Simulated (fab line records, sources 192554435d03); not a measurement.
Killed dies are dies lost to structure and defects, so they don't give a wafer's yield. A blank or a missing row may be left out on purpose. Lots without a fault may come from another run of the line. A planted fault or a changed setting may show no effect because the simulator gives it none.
Which tool did it? | flow n5_finfet | 11 lots, 33 wafers sampled, at 4 steps of a route of 1938

WHAT THE GAUGES READ, wafer by wafer
N5_BEOL_M13_THK_MEAS_50: measures by xrf.
lot  | measured     | on            | M13_THK (nm)
L076 | day 10 23:46 | film_metro-01 | 422 427 427
L077 | day 11 08:40 | film_metro-01 | 417 427 416
L079 | day 12 15:53 | film_metro-02 | 420 429 422
L081 | day 12 20:44 | film_metro-02 | 435 433 434
L082 | day 13 12:46 | film_metro-02 | 438 427 424
L087 | day 14 11:45 | film_metro-02 | 431 427 433
L088 | day 15 09:31 | film_metro-02 | 420 435 423
L092 | day 15 18:32 | film_metro-02 | 428 428 428
L093 | day 16 14:59 | film_metro-02 | 429 439 429
L097 | day 16 19:16 | film_metro-02 | 427 436 438
L096 | day 17 04:02 | film_metro-01 | 420 412 415

WHICH TOOL RAN EACH LOT (tool, then ch and the chambers of the sampled wafers, then the start)
lot  | N5_BEOL_M13_ETCH_59                | N5_BEOL_M13_TRENCH_ETCH_34         | N5_BEOL_M13_DEGAS_41
L076 | rie_diel-02 ch 1,3, day 10 20:40   | rie_diel-02 ch 2,3, day 10 22:06   | pvd_sputter-01, day 10 22:38
L077 | rie_diel-01 ch 0,3, day 11 03:55   | rie_diel-06 ch 0,1,2, day 11 05:22 | pvd_sputter-01, day 11 07:32
L079 | rie_diel-02 ch 0,3, day 12 10:27   | rie_diel-02 ch 0,3, day 12 12:12   | pvd_sputter-03, day 12 14:47
L081 | rie_diel-02 ch 0,2,3, day 12 16:38 | rie_diel-02 ch 0,2, day 12 18:07   | pvd_sputter-02, day 12 19:07
L082 | rie_diel-06 ch 0,2, day 13 09:29   | rie_diel-01 ch 1,2,3, day 13 10:53 | pvd_sputter-01, day 13 11:30
L087 | rie_diel-06 ch 0,3, day 14 04:01   | rie_diel-02 ch 0,1,2, day 14 05:43 | pvd_sputter-03, day 14 10:38
L088 | rie_diel-01 ch 0,3, day 15 03:55   | rie_diel-02 ch 0,3, day 15 05:13   | pvd_sputter-02, day 15 08:23
L092 | rie_diel-02 ch 0,1,2, day 15 10:48 | rie_diel-06 ch 2, day 15 12:59     | pvd_sputter-02, day 15 17:20
L093 | rie_diel-06 ch 0,2,3, day 16 11:14 | rie_diel-01 ch 1,2,3, day 16 12:35 | pvd_sputter-02, day 16 13:46
L097 | rie_diel-01 ch 1,2,3, day 16 16:09 | rie_diel-06 ch 0,1,3, day 16 17:35 | pvd_sputter-01, day 16 18:09
L096 | rie_diel-06 ch 0,1, day 16 22:34   | rie_diel-01 ch 1,3, day 17 00:00   | pvd_sputter-01, day 17 02:56
- N5_BEOL_M13_ETCH_59: etches BARC in N2/H2, target depth 89 nm, overetch 26.7 nm, time 67.9 s.
- N5_BEOL_M13_TRENCH_ETCH_34: etches SiOC in C4F8/O2/Ar, target depth 413.47 nm, time 162.6 s.
- N5_BEOL_M13_DEGAS_41: time 60 s.

THE ANSWER, worked out from the rows above alone
Rule: what is usual is taken from the lots themselves. Put in order of their means at a reading, lots are off if they are a third of the lots or fewer, leave a main group of 4 or more, and stand apart from it by a gap of 3 or more times the standard deviation of the main group's means; of several such gaps the widest counts. A main group whose means are all the same, to the digits that the tables above print for the reading, isn't used. A lot without any number at a reading at which 4 lots or more have one is off too. The other lots that the step has rows for count as sound.
No lot is off at any reading shown: from this, nothing can be told.

WHAT THE SIMULATOR HAD PUT IN
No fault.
